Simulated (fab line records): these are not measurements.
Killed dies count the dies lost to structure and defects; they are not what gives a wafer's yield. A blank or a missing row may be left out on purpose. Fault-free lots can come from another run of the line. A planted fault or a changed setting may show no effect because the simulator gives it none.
8D (eight disciplines) problem report, filled in by code ; flow nandHarc ; the parts of the form that need people (team, actions taken, sign-off) are left out

## 1. THE PROBLEM
NHARC_END_SORT_01, killedAtPeriphery: mean 29.0 over 1 wafer from 1 lot; wafers with no fault: 3.7, standard deviation 2.5. Measured from the usual mean, that is +10 standard deviations.
First observed at day 31 20:46: wafer L309.3, on prober-01. Wafers with a number at this step in the record: 6, from 3 lots. Rule for "out" (also "out of limits"): further than 4 standard deviations from the usual mean. The rest of the wafers with a number are treated as sound.

## 2. WHAT IT IS, AND WHAT IT ISN'T
question;is;is not
which readings at this step;killedAtPeriphery;defectLimitedYield, killedAtArray, killedAtOther, killedDies, killedOpen, killedShort, sort_bin_3_pct, sort_bin_4_pct, sortNPass, sortRimYieldPct, sortYieldPct
which lots;L309;L305, L306
which wafers of those lots;L309.3;L309.1, L309.2
read on which gauges;prober-01;prober-02
when;from day 31 20:46;up to then (5 sound wafers)

## 3. WHAT RULES OUT EACH SUSPECT
Counting: a tool at a process step up to the reading stays a suspect if it ran every lot that is out. Sound lots after the first of them don't rule it out here, since some wafers of a struck lot are sound.
- the gauge at NHARC_END_SORT_01: kept. All the wafers that are out were read on prober-01, and no step on other tools shows them out.
- pvdSputter-01 at NHARC_P_BONDPAD_PVD_17 (deposits TaN, target thk 5 nm, time 8.06 s): kept. L309, the lot that is out, went through it at day 13 15:11; up to then, the latest sound lot through it was L306 at day 12 00:32.
- pvdSputter-02 at NHARC_THIN_TSV_DEGAS_49 (time 120 s): kept. L309, the lot that is out, went through it at day 30 23:08; up to then, the latest sound lot through it was L306 at day 29 04:57.
- cmp-04 at NHARC_THIN_TSV_CMP_21 (polishes, t overpolish 30 s, target thk 2000 nm): kept. It ran the lot that is out, L309 (day 31 00:43).
- plasmaAsher-02 at NHARC_THIN_TSV_STRIP_56 (strips in O2): kept. L309, the lot that is out, went through it at day 31 02:55; up to then, the latest sound lot through it was L306 at day 29 08:44.
- Within cmp-04 at NHARC_THIN_TSV_CMP_21: the wafers that are out ran in chamber 1; their sound lot-mates ran in chambers 0, 3.
Left after counting: pvdSputter-01 at NHARC_P_BONDPAD_PVD_17, pvdSputter-02 at NHARC_THIN_TSV_DEGAS_49, cmp-04 at NHARC_THIN_TSV_CMP_21, plasmaAsher-02 at NHARC_THIN_TSV_STRIP_56, prober-01 at NHARC_END_SORT_01.

## 4. THE CAUSE (what the simulator had put in)
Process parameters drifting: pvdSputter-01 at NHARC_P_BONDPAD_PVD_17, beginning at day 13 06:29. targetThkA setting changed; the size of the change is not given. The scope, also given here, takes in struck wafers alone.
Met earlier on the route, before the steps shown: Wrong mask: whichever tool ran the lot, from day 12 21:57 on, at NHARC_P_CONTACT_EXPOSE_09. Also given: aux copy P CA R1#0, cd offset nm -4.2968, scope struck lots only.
Counting leaves 5 suspects; this tool is one of them.

## 5. THE CHAIN OF EFFECTS, in route order
One row per reading whose mean, taken over the struck wafers that have a number, lies over 3 standard deviations from the usual. Only readings for which the record gives a usual standard deviation are gone through. hours: the time from each lot's start at the first step in this table that gives one to its start at this step, as a median over the lots. sigmas: the change in usual standard deviations.
hours;step;reading;usual;on struck wafers;change;sigmas
0;NHARC_END_SORT_01;killedAtPeriphery;3.7;29.0;+25.3;+10
Readings that are blank on the struck wafers while sound wafers have them: rfReflPowerW at NHARC_THIN_TSV_STRIP_56.

## 6. HOW IT WOULD HAVE BEEN CAUGHT EARLIER
446 hours passed between the start of the fault at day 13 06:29 and the first reading out of limits at a measuring or inspecting step in this record, taken at day 31 20:46.
Of the tool readings at NHARC_P_BONDPAD_PVD_17 for which the record gives a usual standard deviation, none was out on any struck wafer, so an alarm limit of 4 standard deviations on them would not have fired.
Lots out: 1; all had begun NHARC_P_BONDPAD_PVD_17 on pvdSputter-01 by day 31 20:46. A hold on the tool at that time would have spared none of them.
